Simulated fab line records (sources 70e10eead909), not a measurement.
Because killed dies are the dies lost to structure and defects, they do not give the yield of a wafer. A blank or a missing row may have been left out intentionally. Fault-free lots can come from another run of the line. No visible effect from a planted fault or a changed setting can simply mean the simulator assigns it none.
A struck lot beside a sound one | flow nandHarc | 14 steps out of a route of 1302
Sound: wafers L850.1, L850.5, L850.6. Wafers L855.2, L855.3, L855.6 were the ones struck. The cause is named last.
Each step with rows lists, per side, the tool, then ch with its chambers, then its first start. Under that, the readings that differ: sound wafers | struck wafers | difference of the means | sigmas: that difference in standard deviations of wafers without a fault.
alike: readings whose means differ by less than 2 such deviations, and words and numbers that are the same on both sides. not compared: withheld readings, readings that some wafer has no value for, bounds like >300 that may hide the same value, and numbers for which the record gives no deviation and whose values overlap.
Wherever a step has rows on one side only, a row that says differs or no value, or a row with sigmas, the two part there. Non-overlapping numbers with no deviation appear without sigmas and do not part them. A reading that every wafer of one side lacks parts them only if that side has two wafers or more.

first, 1 step without rows for these wafers: NHARC_A_CONTACT_ETCH_50 (etches the open film in CF4/CHF3, target depth 121 nm, time 60.5 s).
NHARC_A_CONTACT_ETCH_51: etches the open film in O2/COS, target depth 7000 nm, time 1820 s.
  sound on rieDiel-07 ch 0,1,3; struck on rieDiel-12 ch 1,3
reading    | sound             | struck            | difference | sigmas
rfVppV (V) | 314.3 312.4 311.2 | 316.8 317.1 316.6 | +4.2       | +2
  alike: biasW, chamberPressureMTorr, drypumpMotorCurrentA, oesProductAu, showerheadPlenumPTorr, throttleValvePct
  not compared: rfHoursCounterH
NHARC_A_CONTACT_ETCH_111: etches the open film in C4F8/O2/Ar, time 140 s, target depth 700 nm.
  sound on harCapEtch-03 ch 0,1, day 22 13:32; struck on harCapEtch-02 ch 0,1, day 25 07:32
  alike: chamberPressureMTorr, oesAirLineAu
  not compared: rfHoursCounterH
then, 5 steps without rows for these wafers: NHARC_A_CONTACT_ETCH_112 (etches the open film in C4F8/O2/Ar, time 190 s, target depth 1850 nm); NHARC_A_CONTACT_ETCH_113 (etches the open film in C4F8/O2/Ar, time 190 s, target depth 1850 nm); NHARC_A_CONTACT_ETCH_114 (etches the open film in C4F8/O2/Ar, time 190 s, target depth 1850 nm); NHARC_A_CONTACT_ETCH_115 (etches the open film in C4F8/O2/Ar, time 190 s, target depth 1850 nm); NHARC_A_CONTACT_ETCH_116 (etches the open film in C4F8/O2/Ar, time 190 s, target depth 1850 nm).
NHARC_A_CONTACT_ETCH_117: etches the open film in C4F8/O2/Ar, time 190 s, target depth 1850 nm.
  sound on harCapEtch-03 ch 0,1, day 22 14:35; struck on harCapEtch-02 ch 0,1, day 25 08:35
  alike: chamberPressureMTorr, oesAirLineAu
  not compared: rfHoursCounterH
NHARC_A_CONTACT_ETCH_118: etches the open film in C4F8/O2/Ar, time 190 s, target depth 1850 nm.
  sound on harCapEtch-03 ch 0,1, day 22 14:46; struck on harCapEtch-02 ch 0,1, day 25 08:46
  alike: chamberPressureMTorr, oesAirLineAu
  not compared: rfHoursCounterH
then, 2 steps without rows for these wafers: NHARC_A_CONTACT_ETCH_119 (etches the open film in C4F8/O2/Ar, time 190 s, target depth 1850 nm); NHARC_A_CONTACT_ETCH_120 (etches the open film in C4F8/O2/Ar, time 190 s, target depth 1850 nm).
NHARC_A_CONTACT_ETCH_121: etches the open film in C4F8/O2/Ar, time 190 s, target depth 1850 nm.
  sound on harCapEtch-03 ch 0,1, day 22 15:17; struck on harCapEtch-02 ch 0,1, day 25 09:16
  no value came back on the struck wafers for chamberPressureMTorr (mTorr), oesAirLineAu (a.u.); on the sound wafers chamberPressureMTorr (mTorr) reads 20.014 19.984 20.027
  not compared: rfHoursCounterH
NHARC_A_CONTACT_ETCH_122: etches the open film in C4F8/O2/Ar, time 190 s, target depth 1850 nm.
  sound on harCapEtch-03 ch 0,1, day 22 15:27; struck on harCapEtch-02 ch 0,1, day 25 09:26
  alike: chamberPressureMTorr, oesAirLineAu
  not compared: rfHoursCounterH

== WHERE THEY PART ==
Last at NHARC_A_CONTACT_ETCH_121 as far as this record goes, first at NHARC_A_CONTACT_ETCH_51. Later steps at which nothing parts them and some readings are alike: NHARC_A_CONTACT_ETCH_122.

WHY: the cause the simulator had injected
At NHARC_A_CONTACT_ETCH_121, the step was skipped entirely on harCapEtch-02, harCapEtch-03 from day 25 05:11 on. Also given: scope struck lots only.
